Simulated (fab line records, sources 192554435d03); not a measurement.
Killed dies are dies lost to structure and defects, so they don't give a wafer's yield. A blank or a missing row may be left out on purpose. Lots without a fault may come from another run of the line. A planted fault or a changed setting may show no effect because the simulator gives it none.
Chamber matching | flow n5_finfet | N5_BEOL_M0_SAQP_PECVD_03 on pecvd-03: 3 sister chambers
The step deposits SiCN from 3MS/NH3, target thk 12 nm, time 21.1 s. 3 wafers are shown with their chamber, then 7 later ones without.

WAFERS WITH THEIR CHAMBER
wafer  | chamber | throttle_valve_pct (%)
L081.3 | 2       | 8.3
L081.4 | 0       | 8.4
L081.5 | 1       | 10.6

WAFERS WITHOUT THEIR CHAMBER
wafer  | throttle_valve_pct (%)
L081.6 | 8.3
L085.1 | 8.5
L085.2 | 10.3
L085.6 | 8.4
L092.1 | 8.5
L092.3 | 8.3
L092.5 | 8.6

WHICH CHAMBER EACH WENT THROUGH
wafer  | from the rows above     | in truth
L081.6 | can't be placed: 2 or 0 | 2
L085.1 | can't be placed: 0 or 2 | 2
L085.2 | 1                       | 1
L085.6 | can't be placed: 0 or 2 | 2
L092.1 | can't be placed: 0 or 2 | 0
L092.3 | can't be placed: 2 or 0 | 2
L092.5 | can't be placed: 0 or 2 | 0
Placed correctly: 1 of 7. Can't be placed from these rows: 6 (the true chamber is among the candidates in 6). Placed wrongly: 0.
How it was worked out, from the rows above alone: a wafer's distance from a chamber is the root of the sum, over the readings, of the square of ((its reading less the chamber's mean) divided by the reading's scatter). The wafer belongs to the nearest chamber; if the next one is less than 2 further off, it can't be placed. A chamber's mean is the mean of its shown wafers. The scatter: with one shown wafer a chamber, the root of the mean of the squares of how far each hidden wafer lies from its nearest shown one.
